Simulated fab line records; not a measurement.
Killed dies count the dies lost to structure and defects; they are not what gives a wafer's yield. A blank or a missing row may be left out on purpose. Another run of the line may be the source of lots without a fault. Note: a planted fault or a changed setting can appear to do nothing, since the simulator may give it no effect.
fab line records	flow nandHarc
record lots=7	wafers=20	lastDay=34
route steps=1302 shown P_GATE@137 END@1302
lots untouched by any fault: they come from a run of this same line in which no faults occurred
startH: the number of hours between the record's first day and the start of the first shown wafer of the lot	waitH: hours elapsed since this lot's preceding step	" as in the row above	L1.1+2: a row that stands for several wafers	- either no value or no given start	* or withheld: withheld	< > ~ a bound
route shown NAME@n: names a module that has steps shown in the file, with the first one's number in the route	usual: average and standard deviation across the fault-free wafers	same: alike in all rows	chamber/n: place in a boat	sites: per-site readings	_std_site: the values' standard deviation	_edge_site: outer sites' mean less inner sites'	radiusMm: for every site, how far away it sits from the centre of the wafer	mask NAME#n: copy n	behind: tool/chamber where the wafer was last shaped	hold: cause of the lot's hold/its duration in hours/its outcome	device: names the non-switching transistor (n, p or np)	end of line: at the end of the route, the tests of the same wafers	a step given without rows: its recipe and nothing more	killed: at the first sort, the dies lost to defects and structure; wafer yield is something else	map: a wafer's dies, marking killed ones x, the rest . and places with no die _
set.NAME: the setting as run; set.NAME@STEP: as run at that earlier step	model.NAME: the simulator's own value behind a step, which no gauge read
lots at selected steps of the route; one table per step, one row per wafer
services: a tool's chamber out of use, with start hour (startH, from the record's first day; less than 0 if before it), hours out, and reason
## steps
# step NHARC_P_GATE_EBR_22
# step NHARC_P_GATE_EXPOSE_23
# recipe na=1.35	targetCdNm=120	doseMj=93.91	maskId=P_GATE
# step NHARC_P_GATE_PEB_24
# recipe pebTempC=100	pebTimeS=65
# step NHARC_P_GATE_DEVELOP_25
# recipe developTimeS=35	devTempC=23
# step NHARC_P_GATE_CD_MEAS_26
# recipe targetCdNm=120	landingEnergyEv=500
# usual cdNm=120.0/0.65
lot.wafer	tool	chamber	startH	waitH	cdNm
L366.3	cdSem-02	0	112.46	-	120.5
L366.5	"	0	"	"	120.8
L366.6	"	0	"	"	120.3
L365.2	cdSem-03	0	112.92	-	119.9
L365.3	"	0	"	"	120.8
L365.5	"	0	"	"	119.7
L368.2	cdSem-02	0	137.42	-	120.1
L368.4	"	0	"	"	119.3
L368.6	"	0	"	"	119.6
L371.1	cdSem-01	0	168.55	-	119.5
L371.2	"	0	"	"	119.1
L371.6	"	0	"	"	120.4
L385.4	cdSem-02	0	303.38	-	118.3
L385.6	"	0	"	"	120.2
L386.4	cdSem-02	0	314.73	-	118.9
L386.5	"	0	"	"	118.7
L386.6	"	0	"	"	119.8
L387.1	cdSem-03	0	330.28	-	120.4
L387.2	"	0	"	"	119.7
L387.4	"	0	"	"	120.6
# step NHARC_P_GATE_OVL_MEAS_27
# usual overlayXNm=-0.3/0.92	overlayYNm=0.0/0.91
lot.wafer	tool	chamber	startH	waitH	overlayXNm	overlayYNm
L366.3	overlay-02	-	112.54	-	0.2	1.3
L366.5	"	-	"	"	0.7	2.2
L366.6	"	-	"	"	0.0	2.1
L365.2	overlay-01	-	113.00	-	-0.2	0.3
L365.3	"	-	"	"	-0.1	0.1
L365.5	"	-	"	"	-0.1	0.3
L368.2	overlay-01	-	137.50	-	1.5	-0.2
L368.4	"	-	"	"	1.0	-0.8
L368.6	"	-	"	"	0.6	-0.7
L371.1	overlay-02	-	168.64	-	-0.3	-0.3
L371.2	"	-	"	"	0.2	-0.4
L371.6	"	-	"	"	0.0	-1.2
L385.4	overlay-02	-	303.46	-	-1.0	0.2
L385.6	"	-	"	"	-0.4	0.1
L386.4	overlay-01	-	314.81	-	-1.6	0.5
L386.5	"	-	"	"	-1.7	-0.1
L386.6	"	-	"	"	-1.4	0.8
L387.1	overlay-01	-	330.37	-	-1.6	-0.3
L387.2	"	-	"	"	-1.6	-0.2
L387.4	"	-	"	"	-1.4	0.0
# step NHARC_P_GATE_INSPECT_28
# usual rawDefectCount=5.8/2.8
lot.wafer	tool	chamber	startH	waitH	rawDefectCount
L366.3	defectInspect-02	-	112.58	0.0	5
L366.5	"	-	"	"	6
L366.6	"	-	"	"	7
L365.2	defectInspect-02	-	113.04	0.0	4
L365.3	"	-	"	"	3
L365.5	"	-	"	"	2
L368.2	defectInspect-02	-	137.54	0.0	5
L368.4	"	-	"	"	3
L368.6	"	-	"	"	6
L371.1	defectInspect-02	-	168.68	0.0	8
L371.2	"	-	"	"	8
L371.6	"	-	"	"	3
L385.4	defectInspect-02	-	303.50	0.0	2
L385.6	"	-	"	"	7
L386.4	defectInspect-02	-	314.85	0.0	12
L386.5	"	-	"	"	9
L386.6	"	-	"	"	9
L387.1	defectInspect-02	-	330.41	0.0	6
L387.2	"	-	"	"	6
L387.4	"	-	"	"	4
# step NHARC_P_GATE_DESCUM_31
# recipe timeS=3	o2FlowSccm=200	arFlowSccm=0	biasPowerW=0	chemistry=O2
# usual drypumpMotorCurrentA=5.7/0.47	mfcArSccm=0.017/0.01	oesProductAu=1.001/0.0087	rfVppV=57.7/0.89	showerheadPlenumPTorr=1.91/0.081	throttleValvePct=11.310/0.0089
lot.wafer	tool	chamber	startH	waitH	drypumpMotorCurrentA	mfcArSccm	oesProductAu	rfHoursCounterH	rfVppV	showerheadPlenumPTorr	throttleValvePct
L366.3	rieDiel-10	1	112.71	0.1	5.2	0.012	1.005	2	58.1	1.95	11.326
L366.5	"	0	"	"	5.7	0.028	0.997	-	57.6	1.85	11.306
L366.6	"	1	"	"	5.2	0.012	1.003	-	58.1	1.95	11.295
L365.3	rieDiel-02	3	113.11	0.1	5.3	0.012	0.997	6	57.5	1.91	11.315
L365.2	"	1	"	"	5.9	0.027	1.003	7	58.9	1.81	11.311
L365.5	"	1	"	"	5.8	0.027	1.015	-	56.4	1.81	11.314
L368.4	rieDiel-02	2	137.62	0.1	6.0	0.018	0.991	7	58.5	2.04	11.301
L368.2	"	3	"	"	5.3	0.012	0.990	7	58.5	1.91	11.317
L368.6	"	0	"	"	5.0	0.019	0.987	-	57.3	1.92	11.318
L371.1	rieDiel-10	0	168.74	0.1	5.7	0.028	0.989	6	57.4	1.84	11.321
L371.2	"	1	"	"	5.2	0.012	1.012	6	56.7	1.95	11.314
L371.6	"	3	"	"	6.4	0	1.017	-	56.1	1.80	11.306
L385.4	rieDiel-06	0	303.58	0.1	5.9	0.024	1.004	7	57.3	1.95	11.298
L385.6	"	2	"	"	5.1	0.037	0.985	-	57.1	1.78	11.314
L386.4	rieDiel-10	0	314.91	0.1	5.7	0.028	1.006	3	57.4	1.84	11.296
L386.5	"	0	"	"	5.7	0.028	1.007	-	55.2	1.84	11.309
L386.6	"	1	"	"	5.2	0.012	1.005	-	58.1	1.95	11.307
L387.1	rieDiel-10	2	330.48	0.1	6.4	0.019	0.999	5	57.2	1.90	11.315
L387.4	"	3	"	"	6.4	0	1.004	4	58.2	1.79	11.305
L387.2	"	0	"	"	5.7	0.028	0.996	4	57.2	1.84	11.309
# step NHARC_P_GATE_ETCH_104
# recipe targetDepthA=600	timeS=withheld	cf4FlowSccm=100	chf3FlowSccm=30	arFlowSccm=0	rfW=500	biasW=200	chemistry=CF4/CHF3
# usual cf4FlowSccm=100.0/0.3	drypumpMotorCurrentA=5.7/0.48	mfcArSccm=0.018/0.0097	oesProductAu=0.954/0.02	rfVppV=370.6/2.3	showerheadPlenumPTorr=1.57/0.06	throttleValvePct=16.802/0.0088
lot.wafer	tool	chamber	startH	waitH	cf4FlowSccm	drypumpMotorCurrentA	mfcArSccm	oesProductAu	rfVppV	showerheadPlenumPTorr	throttleValvePct
L366.3	rieDiel-10	3	112.82	0.1	99.6	6.3	0	0.957	366.4	1.48	16.791
L366.5	"	0	"	"	99.8	5.7	0.028	0.950	368.8	1.52	16.800
L366.6	"	1	"	"	100.7	5.2	0.012	0.954	373.1	1.60	16.794
L365.2	rieDiel-02	1	113.20	0.1	100.1	5.8	0.027	0.969	367.4	1.49	16.799
L365.3	"	3	"	"	100.0	5.3	0.012	0.962	369.9	1.57	16.808
L365.5	"	1	"	"	100.0	5.8	0.027	0.958	367.5	1.49	16.802
L368.2	rieDiel-02	3	137.69	0.1	99.7	5.3	0.012	0.969	370.8	1.57	16.809
L368.4	"	1	"	"	99.7	5.8	0.027	0.964	368.0	1.49	16.796
L368.6	"	2	"	"	99.9	6.0	0.018	0.968	373.9	1.67	16.804
L371.1	rieDiel-10	3	168.84	0.1	99.9	6.4	0	0.964	366.5	1.48	16.814
L371.2	"	1	"	"	100.0	5.2	0.012	0.975	370.6	1.60	16.796
L371.6	"	3	"	"	99.8	6.4	0	0.977	367.3	1.48	16.802
L385.4	rieDiel-06	2	303.65	0.1	100.5	5.2	0.037	0.950	367.4	1.47	16.802
L385.6	"	0	"	"	100.1	5.9	0.024	0.964	370.6	1.60	16.819
L386.4	rieDiel-10	0	315.00	0.1	100.2	5.7	0.028	0.965	369.0	1.52	16.780
L386.6	"	1	"	"	100.4	5.2	0.012	0.968	372.4	1.60	16.805
L386.5	"	2	"	"	99.5	6.4	0.019	0.975	369.5	1.56	16.818
L387.1	rieDiel-10	1	330.55	0.1	99.7	5.2	0.012	0.936	369.3	1.60	16.803
L387.4	"	3	"	"	99.8	6.4	0	0.933	365.5	1.48	16.786
L387.2	"	0	"	"	99.6	5.7	0.028	0.921	369.1	1.52	16.811
# step NHARC_P_GATE_HM_OPEN_105
# recipe targetDepthA=3600	o2FlowSccm=400	cosFlowSccm=20	arFlowSccm=0	rfW=500	biasW=300	chemistry=O2/COS
# usual drypumpMotorCurrentA=5.7/0.48	mfcArSccm=0.018/0.011	oesProductAu=1.000/0.0091	rfVppV=467.0/2.8	showerheadPlenumPTorr=3.11/0.13	throttleValvePct=28.330/0.0096
lot.wafer	tool	chamber	startH	waitH	drypumpMotorCurrentA	mfcArSccm	oesProductAu	rfHoursCounterH	rfVppV	showerheadPlenumPTorr	throttleValvePct
L366.3	rieDiel-10	0	-	-	5.7	0.028	0.999	2	465.5	3.02	28.309
L366.5	"	2	"	"	6.4	0.019	1.015	-	466.9	3.11	28.327
L366.6	"	3	"	"	6.4	0	1.003	-	464.3	2.95	28.317
L365.3	rieDiel-02	1	-	-	5.8	0.027	1.008	7	464.2	2.96	28.333
L365.2	"	3	"	"	5.3	0.012	1.001	6	467.4	3.12	28.330
L365.5	"	1	"	"	5.8	0.027	1.013	-	463.4	2.96	28.335
L368.4	rieDiel-02	0	-	-	5.0	0.019	1.001	6	466.9	3.14	28.340
L368.2	"	3	"	"	5.3	0.012	1.004	7	467.6	3.12	28.325
L368.6	"	1	"	"	5.9	0.027	1.005	-	465.4	2.96	28.318
L371.2	rieDiel-10	0	-	-	5.7	0.028	0.994	6	466.6	3.02	28.329
L371.1	"	1	"	"	5.2	0.012	1.010	7	468.7	3.18	28.330
L371.6	"	3	"	"	6.4	0	1.009	-	464.1	2.94	28.341
L385.4	rieDiel-06	3	-	-	6.2	0	1.024	7	468.3	3.21	28.326
L385.6	"	0	"	"	5.9	0.024	1.011	-	467.7	3.18	28.354
L386.4	rieDiel-10	2	-	-	6.4	0.019	1.003	3	468.2	3.10	28.332
L386.5	"	3	"	"	6.4	0	1.001	-	462.0	2.94	28.327
L386.6	"	0	"	"	5.7	0.028	1.009	-	465.9	3.01	28.324
L387.4	rieDiel-10	1	-	-	5.2	0.012	1.005	5	467.9	3.17	28.338
L387.2	"	2	"	"	6.4	0.019	1.006	5	466.5	3.10	28.313
L387.1	"	3	"	"	6.4	0	1.005	4	463.8	2.94	28.332
# step NHARC_P_GATE_STRIP_106
# recipe o2FlowSccm=400	cosFlowSccm=20	arFlowSccm=0	biasW=0	chemistry=O2/COS
# step NHARC_P_GATE_ETCH_114
# recipe targetDepthA=300	overetchA=30	timeS=16.5	ionEnergyEv=100	cf4FlowSccm=80	o2FlowSccm=20	arFlowSccm=0	rfW=300	biasW=100	chemistry=CF4/O2
# usual cf4FlowSccm=79.99/0.19	drypumpMotorCurrentA=5.7/0.47	mfcArSccm=0.017/0.011	oesProductAu=1.000/0.0085	rfVppV=197.7/1.4	showerheadPlenumPTorr=1.33/0.055	throttleValvePct=13.398/0.0093
lot.wafer	tool	chamber	startH	waitH	cf4FlowSccm	drypumpMotorCurrentA	mfcArSccm	oesProductAu	rfHoursCounterH	rfVppV	showerheadPlenumPTorr	throttleValvePct
L366.3	rieDiel-10	2	-	-	80.11	6.4	0.019	1.008	2	198.1	1.33	13.401
L366.6	"	3	"	"	80.01	6.4	0	1.001	-	195.4	1.26	13.379
L366.5	"	0	"	"	79.93	5.7	0.028	1.000	-	198.1	1.29	13.388
L365.2	rieDiel-02	1	-	-	80.43	5.9	0.027	1.011	7	197.3	1.26	13.410
L365.3	"	2	"	"	79.70	6.0	0.018	0.999	6	199.3	1.42	13.393
L365.5	"	1	"	"	80.01	5.9	0.027	1.015	-	196.5	1.26	13.418
L368.2	rieDiel-02	1	-	-	80.17	5.8	0.027	1.008	8	196.6	1.26	13.396
L368.4	"	2	"	"	80.15	6.0	0.018	0.997	7	200.0	1.42	13.392
L368.6	"	1	"	"	79.88	5.8	0.027	1.001	-	196.1	1.26	13.409
L371.2	rieDiel-10	1	-	-	79.93	5.2	0.012	1.006	7	199.4	1.36	13.395
L371.1	"	3	"	"	79.89	6.4	0	1.005	6	196.1	1.26	13.408
L371.6	"	0	"	"	79.98	5.7	0.028	1.005	-	197.5	1.29	13.383
L385.4	rieDiel-06	2	-	-	80.03	5.1	0.037	0.987	7	195.0	1.24	13.395
L385.6	"	3	"	"	79.93	6.2	0	1.006	-	197.9	1.37	13.404
L386.4	rieDiel-10	2	-	-	80.03	6.4	0.019	1.005	3	198.4	1.33	13.404
L386.6	"	3	"	"	79.88	6.3	0	1.010	-	197.3	1.25	13.391
L386.5	"	0	"	"	80.40	5.7	0.028	1.008	-	197.4	1.29	13.403
L387.4	rieDiel-10	0	-	-	79.96	5.7	0.028	0.999	4	198.0	1.29	13.385
L387.2	"	1	"	"	80.03	5.2	0.012	1.013	5	199.3	1.36	13.395
L387.1	"	2	"	"	80.07	6.4	0.019	1.000	5	197.5	1.33	13.390
# step NHARC_P_GATE_ETCH_32
# recipe targetDepthA=1500	overEtchFrac=1	overEtchIonEnergyEv=40	timeS=100.1	hbrFlowSccm=150	cl2FlowSccm=50	rfW=400	icpW=400	biasW=100	chemistry=HBr/Cl2
# usual drypumpMotorCurrentA=5.7/0.47	oesProductAu=0.998/0.012	throttleValvePct=26.406/0.0092
lot.wafer	tool	chamber	startH	waitH	drypumpMotorCurrentA	oesProductAu	rfHoursCounterH	throttleValvePct
L366.3	rieSi-02	2	113.55	-	5.7	0.986	0.0	26.395
L366.5	"	1	"	"	4.8	0.988	-	26.406
L366.6	"	2	"	"	5.7	0.991	-	26.394
L365.2	rieSi-06	1	113.64	-	5.7	1.006	0.2	26.401
L365.3	"	0	"	"	6.1	1.005	0.3	26.416
L365.5	"	1	"	"	5.7	1.008	-	26.402
L368.4	rieSi-02	3	138.09	-	5.9	0.991	0.2	26.414
L368.2	"	1	"	"	4.7	0.987	0.2	26.407
L368.6	"	0	"	"	5.6	0.989	-	26.410
L371.2	rieSi-01	3	169.26	-	6.7	0.992	1.0	26.409
L371.1	"	1	"	"	5.1	0.997	0.9	26.411
L371.6	"	0	"	"	5.9	1.000	-	26.405
L385.4	rieSi-06	3	304.05	-	6.1	0.994	0.3	26.398
L385.6	"	2	"	"	5.3	1.226	-	26.403
L386.4	rieSi-06	0	315.41	-	6.0	0.989	0.4	26.403
L386.5	"	1	"	"	5.7	1.000	-	26.418
L386.6	"	2	"	"	5.3	1.235	-	26.413
L387.1	rieSi-06	2	330.93	-	5.3	0.982	0.6	26.417
L387.2	"	3	"	"	6.1	1.285	0.5	26.409
L387.4	"	3	"	"	6.1	1.008	-	26.397
# step NHARC_P_GATE_STRIP_108
# recipe o2FlowSccm=500	arFlowSccm=0	biasW=0	chemistry=O2
# usual drypumpMotorCurrentA=5.7/0.49	mfcArSccm=0.017/0.011	oesProductAu=1.001/0.009	rfVppV=57.7/0.82	showerheadPlenumPTorr=3.50/0.13	throttleValvePct=17.036/0.0098
lot.wafer	tool	chamber	startH	waitH	drypumpMotorCurrentA	mfcArSccm	oesProductAu	rfHoursCounterH	rfVppV	showerheadPlenumPTorr	throttleValvePct
L366.3	rieDiel-06	3	113.69	-	6.2	0	1.006	6.1	58.9	3.63	17.034
L366.5	"	3	"	"	6.2	0	0.999	-	58.0	3.63	17.057
L366.6	"	0	"	"	5.9	0.024	1.002	-	57.6	3.60	17.042
L365.2	rieDiel-02	2	113.80	-	6.0	0.018	0.987	6.5	57.9	3.75	17.029
L365.3	"	3	"	"	5.3	0.012	0.990	6.2	58.5	3.53	17.039
L365.5	"	1	"	"	5.8	0.027	1.002	-	57.4	3.34	17.025
L368.2	rieDiel-10	0	138.25	-	5.7	0.028	1.006	3.2	57.6	3.41	17.023
L368.4	"	2	"	"	6.4	0.019	1.009	2.8	57.4	3.51	17.019
L368.6	"	1	"	"	5.2	0.012	1.002	-	59.0	3.59	17.036
L371.1	rieDiel-10	0	169.44	-	5.7	0.028	1.003	6.2	57.6	3.41	17.033
L371.2	"	1	"	"	5.2	0.012	1.011	6.6	56.7	3.59	17.023
L371.6	"	0	"	"	5.8	0.028	0.996	-	55.7	3.41	17.029
L385.4	rieDiel-02	2	304.22	-	6.0	0.018	1.004	6.6	58.3	3.74	17.038
L385.6	"	3	"	"	5.3	0.012	0.991	-	58.3	3.52	17.042
L386.4	rieDiel-10	0	315.54	-	5.7	0.028	0.997	2.7	56.2	3.41	17.049
L386.5	"	3	"	"	6.4	0	0.991	-	58.5	3.32	17.021
L386.6	"	0	"	"	5.7	0.028	0.982	-	58.4	3.41	17.042
L387.2	rieDiel-06	0	331.13	-	5.9	0.024	1.001	0.8	58.5	3.59	17.027
L387.4	"	1	"	"	5.0	0.018	1.017	1.0	58.9	3.62	17.032
L387.1	"	2	"	"	5.2	0.037	0.994	1.5	56.6	3.29	17.041
# step NHARC_END_SORT_01
# recipe tempC=25
# usual killedAtArray=56/21	killedAtOther=0.8/1	killedAtPeriphery=3.6/2.8	killedDies=60/20	killedOpen=3.2/1.9	killedShort=2.4/1.6
# same grossDies=677
lot.wafer	tool	chamber	startH	waitH	killedAtArray	killedAtOther	killedAtPeriphery	killedDies	killedOpen	killedShort
L366.3	prober-01	0	583.79	3.1	95	1	7	103	1	1
L366.5	prober-01	0	585.37	3.7	74	0	6	80	5	4
L366.6	prober-01	0	586.17	4.0	67	1	9	77	4	1
# killed by level:class
L366.3 A_CHANNEL_HOLE_D1:chamberFilmFlake=34 A_CHANNEL_HOLE_D2:chamberFilmFlake=33 A_SLIT:chamberFilmFlake=23 P_M2:chamberFilmFlake=3 P_STI:chamberFilmFlake=2 A_CONTACT:chamberFilmFlake=2 A_ONON_D1:geometricParticle:short=1 A_M0:geometricParticle:open=1
L366.5 A_CHANNEL_HOLE_D2:chamberFilmFlake=26 A_CHANNEL_HOLE_D1:chamberFilmFlake=22 A_SLIT:chamberFilmFlake=19 A_M0:geometricParticle:open=2 P_STI:chamberFilmFlake=2 P_GATE:geometricParticle:open=1 P_GATE:geometricParticle:short=1 P_M2:geometricParticle:open=1
L366.6 A_CHANNEL_HOLE_D2:chamberFilmFlake=30 A_CHANNEL_HOLE_D1:chamberFilmFlake=13 A_SLIT:chamberFilmFlake=11 P_M2:chamberFilmFlake=5 A_CONTACT:chamberFilmFlake=5 P_STI:chamberFilmFlake=2 A_STAIRCASE:chamberFilmFlake=2 P_M0:geometricParticle:open=1
## services
tool	chamber	startH	hours	kind
rieSi-06	2	95.87	5.0	repair
rieSi-02	-	100.00	9.0	pm
rieDiel-02	0	109.07	7.3	repair
rieSi-01	3	109.87	4.6	repair
rieDiel-06	-	130.20	9.0	pm
rieDiel-10	2	159.56	16.5	repair
rieDiel-10	1	170.50	2.6	repair
rieSi-06	2	172.78	2.6	repair
rieDiel-06	3	182.51	5.0	repair
rieDiel-02	1	190.69	22.9	repair
rieDiel-06	2	192.54	2.5	repair
rieDiel-02	0	192.58	42.1	repair
rieSi-01	-	193.00	9.0	pm
rieDiel-02	-	216.85	9.0	pm
rieSi-06	3	230.06	17.1	repair
rieDiel-10	-	232.16	0.1	repair
rieDiel-10	-	242.50	9.0	pm
rieSi-06	-	247.36	0.2	repair
rieSi-06	-	249.02	9.0	pm
rieSi-01	2	260.03	6.9	repair
rieSi-02	-	277.00	9.0	pm
rieDiel-06	-	307.20	9.0	pm
rieSi-01	0	313.34	5.9	repair
rieSi-06	0	318.85	15.8	repair
## key
firstSign step=NHARC_P_GATE_ETCH_32	reading=oesProductAu	direction=up	sigmas=22	usual=0.998	struck=1.249
effect none on later readings
metAt NHARC_P_GATE_ETCH_32
struckWafers L385.6,L386.6,L387.2
testerLeftOut L385,L386,L387
onsetBetween 113.64 304.05
fault kind=processParameterDrift	tool=rieSi-06	chamber=-	onsetH=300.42	steps=NHARC_P_GATE_ETCH_32	channel=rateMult	offset=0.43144	shape=step	endH=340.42	scope=struckWafersOnly
# testerLeftOut: of these lots the tester's yield and bins aren't shown, on N5 and GAA mostly nor the transistor test; their killed dies are dies lost to structure and defects alone, not to doping, threshold or leakage, so they don't give the yield
